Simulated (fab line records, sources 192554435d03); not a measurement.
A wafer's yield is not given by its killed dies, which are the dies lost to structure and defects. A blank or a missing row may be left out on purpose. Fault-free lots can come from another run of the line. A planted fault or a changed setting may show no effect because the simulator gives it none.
8D (eight disciplines) problem report, filled in by code	flow n5-finfet	the parts of the form that need people (team, actions taken, sign-off) are left out

1. WHAT IS WRONG
oes-product-au at N5_MOL_CONTACT_COAG_ETCH_110 reads a mean of 0.34 a.u. on 3 wafers of 2 lots; wafers without a fault read 0.78 a.u. with a standard deviation of 0.085. Relative to the usual mean, that is a shift of -5.2 standard deviations.
The step: etches Si in CF4/O2, target depth 2.5 nm, time 8 s.
First seen on wafer L735.3, day 6 18:56, on rie-diel-03. Wafers with a number at this step in the record: 40, from 14 lots. Rule for "out", or "out of limits": more than 4 standard deviations from the usual mean. Any other wafer with a number is counted as sound.

2. WHAT IT IS; WHAT IT IS NOT
question	is	is not
which readings at this step	oes-product-au	drypump-motor-current-A, showerhead-plenum-p-Torr, throttle-valve-pct
which lots	L735, L737	L727, L728, L729, L734, L740, L743, L745, L746, L747, L748, L749, L750
which wafers of those lots	L735.3, L737.1, L737.3	L735.2
read on which tools	rie-diel-03	rie-diel-02, rie-diel-04
when	from day 6 18:56	up to then (13 sound wafers); but 24 sound wafers of L740, L743, L745, L746, L747, L748, L749, L750 came after

3. WHAT RULES OUT EACH SUSPECT
Counting: if a tool at a process step up to the reading ran every lot that is out, it stays a suspect. Sound lots after the first of them don't rule it out here, since some wafers of a struck lot are sound.
- rie-diel-03 at N5_MOL_CONTACT_COAG_ETCH_105 (etches SiARC in CF4, target depth 15.6 nm, time 26 s): kept. It ran every lot that is out, first L735 (day 6 18:43); its last sound lot up to then is L729 (day 5 15:55).
- rie-diel-03 at N5_MOL_CONTACT_COAG_ETCH_15 (etches SiNx in CH3F/O2, stops on Si:P, target depth 7 nm): kept. It ran every lot that is out, first L735 (day 6 18:52); its last sound lot up to then is L729 (day 5 16:05).
- rie-diel-03 at N5_MOL_CONTACT_COAG_ETCH_110 (etches Si in CF4/O2, target depth 2.5 nm, time 8 s): kept. It ran every lot that is out, first L735 (day 6 18:56); its last sound lot up to then is L729 (day 5 16:08). Out on those wafers are its own readings of oes-product-au.
- Within rie-diel-03 at N5_MOL_CONTACT_COAG_ETCH_105: the wafers that are out ran in chambers 0, 2, 3; their sound lot-mates ran in chamber 1.
- Within rie-diel-03 at N5_MOL_CONTACT_COAG_ETCH_15: the wafers that are out ran in chambers 0, 2, 3; their sound lot-mates ran in chamber 1.
- Within rie-diel-03 at N5_MOL_CONTACT_COAG_ETCH_110: the wafers that are out ran in chambers 0, 2, 3; their sound lot-mates ran in chamber 1.
Left after counting: rie-diel-03 at N5_MOL_CONTACT_COAG_ETCH_105, rie-diel-03 at N5_MOL_CONTACT_COAG_ETCH_15, rie-diel-03 at N5_MOL_CONTACT_COAG_ETCH_110.

4. THE CAUSE (what the simulator had put in)
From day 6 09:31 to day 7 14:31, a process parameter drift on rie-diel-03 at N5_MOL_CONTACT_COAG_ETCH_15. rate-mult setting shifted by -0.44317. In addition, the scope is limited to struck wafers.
After counting, 3 suspects remain, this tool included.

5. THE CHAIN OF EFFECTS, in route order
Rows list readings where the struck wafers' mean (over those with a number) sits beyond 3 standard deviations from the usual. Scope: only readings with a usual standard deviation given in the record; hours: median across lots of the time from each lot's start at the first step in this table that gives one to its start at this step; sigmas: change in usual standard deviations.
hours	step	reading	usual	on struck wafers	change	sigmas
0	N5_MOL_CONTACT_COAG_ETCH_110	oes-product-au	0.78 a.u.	0.34	-0.44	-5.2
It contains these process steps:
- N5_MOL_CONTACT_COAG_ETCH_110: etches Si in CF4/O2, target depth 2.5 nm, time 8 s.

6. HOW IT WOULD HAVE BEEN CAUGHT EARLIER
First out-of-limits reading in this record: day 6 18:56, which is 9 hours after fault onset at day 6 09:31.
No tool reading at N5_MOL_CONTACT_COAG_ETCH_15 that has a usual standard deviation in the record was out on any struck wafer, so an alarm limit of 4 standard deviations on those readings would not have fired.
Among the 2 lots that are out, L737 began N5_MOL_CONTACT_COAG_ETCH_15 on rie-diel-03 after day 6 18:56. A hold on the tool at that time would have spared it.
